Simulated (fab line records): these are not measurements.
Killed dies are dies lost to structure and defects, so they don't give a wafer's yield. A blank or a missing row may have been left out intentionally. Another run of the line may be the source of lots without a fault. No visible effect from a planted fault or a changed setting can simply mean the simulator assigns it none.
A lot that was struck, set against a sound lot | flow n5-finfet | 15 out of 1938 route steps
Sound: wafers L369.4, L369.5, L369.6. Struck: wafers L368.5, L368.6. The cause comes at the end.
Each step with rows lists, per side, the tool, then ch with its chambers, then its first start. Under that, the readings that differ: sound wafers | struck wafers | difference of the means | sigmas: that difference in standard deviations of wafers without a fault.
alike: words and numbers the same on both sides, and readings whose means are apart by under 2 such deviations; not compared: readings that were withheld, readings missing a value for some wafer, numbers with overlapping values and no deviation given by the record, and bounds like >300 which may hide the same value.
A row with sigmas, a row that says differs or no value, or rows on one side alone: a step with any of these is where the two part. Numbers that don't overlap but have no deviation are shown without sigmas and don't part them. A reading missing from all wafers of one side parts the sides only when that side holds two or more wafers.

first, 3 steps without rows for these wafers: N5_HKMG_FIN_STRIP_89 (strips SOC in N2/H2, time 20 s); N5_HKMG_FIN_WET_ETCH_87 (etches TiN in SC1, time 154.2 s, target depth 4.7 nm, rinse time 30 s); N5_HKMG_FIN_STRIP_88 (strips in N2/H2, time 360 s).
N5_HKMG_FIN_NWFM_ALD_20: deposits TiAlC, target thk 2 nm, pulse time 3 s, purge time 2 s.
  sound on ald-metal-01 ch 2,3, day 8 15:04; struck on ald-metal-04 ch 2,3, day 8 01:06
  alike: heater-power-w, precursor-pulse-height-rel
  not compared: ald-cycles
then, 2 steps without rows for these wafers: N5_HKMG_FIN_ALD_71 (deposits TiN, target thk 1 nm, pulse time 1 s, purge time 3 s); N5_HKMG_FIN_COAT_66 (time 60 s, resist thk 300 nm).
N5_HKMG_FIN_ETCH_67: etches SOC in N2/H2, stops on TiN, target depth 388.9 nm.
  sound on rie-diel-01 ch 0,1, day 8 15:31; struck on rie-diel-01 ch 0,3, day 8 01:31
  alike: chamber-pressure-mTorr, drypump-motor-current-A, h2-flow-sccm, oes-product-au, rf-vpp-V, showerhead-plenum-p-Torr, throttle-valve-pct
  not compared: rf-hours-counter-h
N5_HKMG_FIN_STRIP_90: strips SOC in N2/H2, time 20 s.
  sound on rie-diel-01 ch 0,1, day 8 15:34; struck on rie-diel-01 ch 0,3, day 8 01:35
  alike: chamber-pressure-mTorr, drypump-motor-current-A, h2-flow-sccm, oes-product-au, rf-vpp-V, showerhead-plenum-p-Torr, throttle-valve-pct
  not compared: rf-hours-counter-h
then, 1 step without rows for these wafers: N5_HKMG_FIN_WET_ETCH_73 (etches the open film in SC1, time 42.3 s, target depth 1.3 nm, rinse time 30 s).
N5_HKMG_FIN_ETCHBACK_68: etches the open film in Cl2/Ar, stops on HfO2, target depth 0.5 nm.
  sound on rie-metal-02 ch 0,1, day 8 15:47; struck on rie-metal-03 ch 0,1, day 8 01:49
  alike: chamber-pressure-mTorr, drypump-motor-current-A, mfc-ar-sccm, oes_ar_750_au, oes-product-au, throttle-valve-pct
  not compared: rf-hours-counter-h
N5_HKMG_FIN_STRIP_69: strips in N2/H2, time 360 s.
  sound on plasma-asher-01 ch 0,1, day 8 16:00; struck on plasma-asher-02 ch 0,1, day 8 02:07
  alike: drypump-motor-current-A, h2-flow-sccm, heater-power-w
  not compared: rf-hours-counter-h
then, 1 step without rows for these wafers: N5_HKMG_FIN_ALD_21 (deposits TiN, target thk 1.5 nm, pulse time 1 s, purge time 3 s).
N5_HKMG_FIN_ALD_72: deposits W, target thk 2 nm, pulse time 1 s, purge time 2 s.
  sound on cvd-w-02 ch 0,1, day 8 16:39; struck on cvd-w-01 ch 0,1, day 8 02:40
  reading                                | sound   | struck | difference | sigmas
  ald-cycles                             | 7 7 7   | 3 3    | -4         |
  model.W_of_HKMG_FIN_ALD_72.thk-nm (nm) | 1.8 2 2 | 1 0.8  | -1         |
  alike: heater-power-w, precursor-pulse-height-rel
then, 1 step without rows for these wafers: N5_HKMG_FIN_W_FILL_22 (material W, target thk 60 nm, time 18.2 s).
-- a jump in the record: the struck wafers' starts before and after are 4 days apart (it breaks off in module HKMG_FIN and resumes in module BEOL_M4, where the first step shown is number 1111 of the route) --
N5_BEOL_M4_RC_MEAS_101:
  sound on prober-02 ch 0, day 12 05:38; struck on prober-02 ch 0, day 11 20:32
  alike: DIBL_N, DIBL_P, IOFF_N, IOFF_P, ION_N, ION_P, SS_N, SS_P, VT_N, VT_P

== WHERE THEY PART ==
Nowhere in this record.

WHY: what the simulator had put in
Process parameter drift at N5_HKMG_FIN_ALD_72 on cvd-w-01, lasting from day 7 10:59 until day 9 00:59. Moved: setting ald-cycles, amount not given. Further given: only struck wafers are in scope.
